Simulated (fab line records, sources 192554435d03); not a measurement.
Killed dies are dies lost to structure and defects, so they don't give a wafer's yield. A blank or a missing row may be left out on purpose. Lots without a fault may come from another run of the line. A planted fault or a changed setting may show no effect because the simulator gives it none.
Chamber matching | flow n5_finfet | N5_BEOL_M7_ETCH_66 on rie_diel-03: 4 sister chambers
The step etches SOC in N2/H2, target depth 80 nm, overetch 16 nm, time 120 s. 16 wafers are shown with their chamber, then 8 later ones without.

WAFERS WITH THEIR CHAMBER
wafer  | chamber | drypump_motor_current_A (A) | showerhead_plenum_p_Torr (Torr) | throttle_valve_pct (%)
L454.3 | 2       | 5.5                         | 2.52                            | 18.05
L454.4 | 1       | 6.1                         | 2.66                            | 17.86
L454.5 | 3       | 6.4                         | 2.70                            | 17.45
L455.1 | 2       | 5.5                         | 2.52                            | 18.05
L455.3 | 0       | 5.1                         | 2.43                            | 17.64
L455.6 | 1       | 6.1                         | 2.66                            | 17.86
L461.1 | 1       | 6.1                         | 2.65                            | 17.88
L461.2 | 0       | 5.1                         | 2.42                            | 17.67
L461.5 | 3       | 6.5                         | 2.70                            | 17.45
L462.1 | 1       | 6.1                         | 2.65                            | 17.90
L462.5 | 2       | 5.4                         | 2.51                            | 18.10
L462.6 | 1       | 6.1                         | 2.65                            | 17.89
L463.4 | 1       | 6.1                         | 2.65                            | 17.89
L463.5 | 0       | 5.1                         | 2.42                            | 17.66
L463.6 | 3       | 6.4                         | 2.69                            | 17.48
L471.2 | 2       | 5.5                         | 2.51                            | 18.12

SIGNATURES (means of the wafers above)
reading                  | chamber 0 | chamber 1 | chamber 2 | chamber 3 | scatter within a chamber
drypump_motor_current_A  | 5.100     | 6.100     | 5.475     | 6.433     | 0.0344
showerhead_plenum_p_Torr | 2.4233    | 2.6533    | 2.5150    | 2.6967    | 0.00553
throttle_valve_pct       | 17.6567   | 17.8800   | 18.0800   | 17.4600   | 0.0229
Rule: a wafer's distance from a chamber is the root of the sum, over the readings, of the square of ((its reading less the chamber's mean) divided by the reading's scatter). The wafer belongs to the nearest chamber; if the next one is less than 2 further off, it can't be placed. The scatter: the root of (the sum of the squares of (reading less its chamber's mean) over the shown wafers, divided by (wafers less chambers)).

WAFERS WITHOUT THEIR CHAMBER
wafer  | drypump_motor_current_A (A) | showerhead_plenum_p_Torr (Torr) | throttle_valve_pct (%)
L471.4 | 5.5                         | 2.51                            | 18.12
L471.6 | 6.1                         | 2.64                            | 17.92
L472.2 | 6.1                         | 2.64                            | 17.92
L472.3 | 5.5                         | 2.51                            | 18.12
L472.5 | 5.5                         | 2.51                            | 18.13
L477.2 | 5.1                         | 2.41                            | 17.71
L477.3 | 5.5                         | 2.50                            | 18.15
L477.4 | 6.5                         | 2.68                            | 17.51

WHICH CHAMBER EACH WENT THROUGH
wafer  | from the rows above | in truth
L471.4 | 2                   | 2
L471.6 | 1                   | 1
L472.2 | 1                   | 1
L472.3 | 2                   | 2
L472.5 | 2                   | 2
L477.2 | 0                   | 0
L477.3 | 2                   | 2
L477.4 | 3                   | 3
Placed correctly: 8 of 8. Can't be placed from these rows: 0. Placed wrongly: 0.
